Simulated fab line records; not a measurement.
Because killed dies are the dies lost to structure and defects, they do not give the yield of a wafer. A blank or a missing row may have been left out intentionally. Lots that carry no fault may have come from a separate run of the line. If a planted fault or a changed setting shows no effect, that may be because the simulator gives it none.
Matching of chambers | flow n5_finfet | N5_BEOL_M5_DESCUM_33 on rie_diel-01 has 4 sister chambers
The step chemistry O2, time 7 s. 4 wafers are shown with their chamber, then 12 later ones without.

## WAFERS, EACH WITH ITS CHAMBER
wafer  | chamber | showerhead_plenum_p_Torr (Torr)
L086.1 | 3       | 2.12
L089.1 | 1       | 2.22
L089.2 | 2       | 2.05
L089.5 | 0       | 2.22

## WAFERS WITH NO CHAMBER GIVEN
wafer  | showerhead_plenum_p_Torr (Torr)
L091.2 | 2.22
L091.4 | 2.05
L091.5 | 2.12
L093.1 | 2.05
L093.3 | 2.22
L093.6 | 2.12
L094.2 | 2.21
L094.3 | 2.05
L094.5 | 2.11
L097.1 | 2.05
L097.2 | 2.21
L097.3 | 2.11

## WHICH CHAMBER EACH WENT THROUGH
wafer  | from the rows above     | in truth
L091.2 | can't be placed: 0 or 1 | 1
L091.4 | 2                       | 2
L091.5 | 3                       | 3
L093.1 | 2                       | 2
L093.3 | can't be placed: 0 or 1 | 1
L093.6 | 3                       | 3
L094.2 | can't be placed: 0 or 1 | 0
L094.3 | 2                       | 2
L094.5 | 3                       | 3
L097.1 | 2                       | 2
L097.2 | can't be placed: 0 or 1 | 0
L097.3 | 3                       | 3
Correctly placed: 8 of 12. Can't be placed from these rows: 4 (the true chamber is among the candidates in 4). Placed wrongly: 0.
How it was worked out, from the rows above alone: a wafer's distance from a chamber is the root of the sum, over the readings, of the square of ((its reading less the chamber's mean) divided by the reading's scatter). The wafer belongs to the nearest chamber; if the next one is less than 2 further off, it can't be placed. The mean given for a chamber averages the wafers shown for that chamber. The scatter: with one shown wafer a chamber, the root of the mean of the squares of how far each hidden wafer lies from its nearest shown one.
